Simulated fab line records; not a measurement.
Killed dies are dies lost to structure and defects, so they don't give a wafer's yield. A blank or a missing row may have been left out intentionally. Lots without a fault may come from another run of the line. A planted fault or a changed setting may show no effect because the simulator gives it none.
Split-lot trial | flow n5Finfet | 7 lots, 39 wafers read, on a route of 1938 steps

## THE SPLIT
At N5_HKMG_FIN_EXPOSE_09 (exposes mask NWFM), the setting doseMj was moved away from the recipe's 39.25 on 9 of the 39 wafers read, by +2.0% to +6.8%. All remaining wafers had this setting at the recipe value.

## FROM THE SPLIT TO THE READING: what the file shows between them, 2 steps
- N5_HKMG_FIN_PEB_10: peb time 60 s
- N5_HKMG_FIN_DEVELOP_11: develop time 30 s

## THE READING
cdNm (nm) at N5_HKMG_FIN_CD_MEAS_12, where the cd target is 92.8 nm. A value of 92.5 nm with a standard deviation of 0.6 nm is what fault-free wafers of this fab line usually give.

wafer  | tool, chamber at the split | doseMj as run | against the recipe | cdNm, nm | against lot-mates on the recipe
L076.1 | arfiScanner-01, 0          | 39.25         | recipe             | 92.3     | -
L076.2 | arfiScanner-01, 0          | 39.25         | recipe             | 92.9     | -
L076.3 | arfiScanner-01, 0          | 39.25         | recipe             | 92.3     | -
L076.4 | arfiScanner-01, 0          | 39.25         | recipe             | 91.9     | -
L076.5 | arfiScanner-01, 0          | 39.25         | recipe             | 92.9     | -
L076.6 | arfiScanner-01, 0          | 39.25         | recipe             | 92.8     | -
L078.1 | arfiScanner-02, 0          | 39.25         | recipe             | 92.8     | -
L078.2 | arfiScanner-02, 0          | 40.04         | +2.0%              | 94.2     | +1.8
L078.3 | arfiScanner-02, 0          | 40.04         | +2.0%              | 93.6     | +1.2
L078.4 | arfiScanner-02, 0          | 39.25         | recipe             | 92.5     | -
L078.5 | arfiScanner-02, 0          | 40.04         | +2.0%              | 94.0     | +1.6
L078.6 | arfiScanner-02, 0          | 39.25         | recipe             | 92.0     | -
L080.1 | arfiScanner-01, 0          | 39.25         | recipe             | 92.5     | -
L080.2 | arfiScanner-01, 0          | 41.92         | +6.8%              | 96.6     | +3.9
L080.3 | arfiScanner-01, 0          | 39.25         | recipe             | 92.7     | -
L080.4 | arfiScanner-01, 0          | 41.92         | +6.8%              | 97.1     | +4.4
L080.5 | arfiScanner-01, 0          | 39.25         | recipe             | 92.9     | -
L080.6 | arfiScanner-01, 0          | 41.92         | +6.8%              | 97.4     | +4.7
L083.1 | arfiScanner-01, 0          | 39.25         | recipe             | 92.4     | -
L083.2 | arfiScanner-01, 0          | 39.25         | recipe             | 92.4     | -
L083.3 | arfiScanner-01, 0          | 39.25         | recipe             | 92.4     | -
L083.4 | arfiScanner-01, 0          | 39.25         | recipe             | 92.3     | -
L083.5 | arfiScanner-01, 0          | 39.25         | recipe             | 91.8     | -
L083.6 | arfiScanner-01, 0          | 39.25         | recipe             | 92.5     | -
L089.1 | arfiScanner-02, 0          | 39.25         | recipe             | 92.5     | -
L089.2 | arfiScanner-02, 0          | 40.25         | +2.5%              | 94.9     | +2.5
L089.3 | arfiScanner-02, 0          | 39.25         | recipe             | 92.6     | -
L089.4 | arfiScanner-02, 0          | 40.25         | +2.5%              | 93.6     | +1.2
L089.5 | arfiScanner-02, 0          | 40.25         | +2.5%              | 94.4     | +2.0
L089.6 | arfiScanner-02, 0          | 39.25         | recipe             | 92.0     | -
L090.2 | arfiScanner-02, 0          | 39.25         | recipe             | 92.6     | -
L090.4 | arfiScanner-02, 0          | 39.25         | recipe             | 93.0     | -
L090.6 | arfiScanner-02, 0          | 39.25         | recipe             | 93.3     | -
L094.1 | arfiScanner-01, 0          | 39.25         | recipe             | 90.8     | -
L094.2 | arfiScanner-01, 0          | 39.25         | recipe             | 90.9     | -
L094.3 | arfiScanner-01, 0          | 39.25         | recipe             | 92.1     | -
L094.4 | arfiScanner-01, 0          | 39.25         | recipe             | 92.1     | -
L094.5 | arfiScanner-01, 0          | 39.25         | recipe             | 92.4     | -
L094.6 | arfiScanner-01, 0          | 39.25         | recipe             | 91.8     | -

THE FIT
A straight line over all 39 wafers: cdNm changes by +0.701 nm for each +1% of doseMj; r = +0.93; the points scatter about the line by 0.53 nm.
The same after taking each lot's own level away (the mean of its wafers on the recipe; 39 wafers): +0.653 nm for each +1%; r = +0.95; scatter 0.4 nm.
Per that fit: largest doseMj move, reading shift of 4.4 nm.
Across the lots, their own levels run from 91.68 to 92.97 nm, a range of 2.1 times the standard deviation given above.
So the lot-to-lot level changes the slope little: the two slopes agree.
Check: with one of the wafers moved furthest among these (+6.8%) left out of the fit, the line predicts +4.69 nm for it against its lot-mates. Against them it came out at +3.9 nm.

## OTHER SPLITS APPLIED TO THESE WAFERS
Other splits were also applied to these wafers ahead of the reading. Each is held against what the fit with the lots' levels taken away leaves over:
other split on the same wafers | wafers away from the commonest value | r with cdNm (lot level and that fit taken away)
N5_SD_EPI_P_EPI_21 timeS       | 15                                   | -0.10
N5_SD_ACTIVATION_LSA_01 tempC  | 12                                   | +0.09

## FILE'S OWN FIT
cdNm changes by +0.662 nm for each +1% of doseMj, r = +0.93.
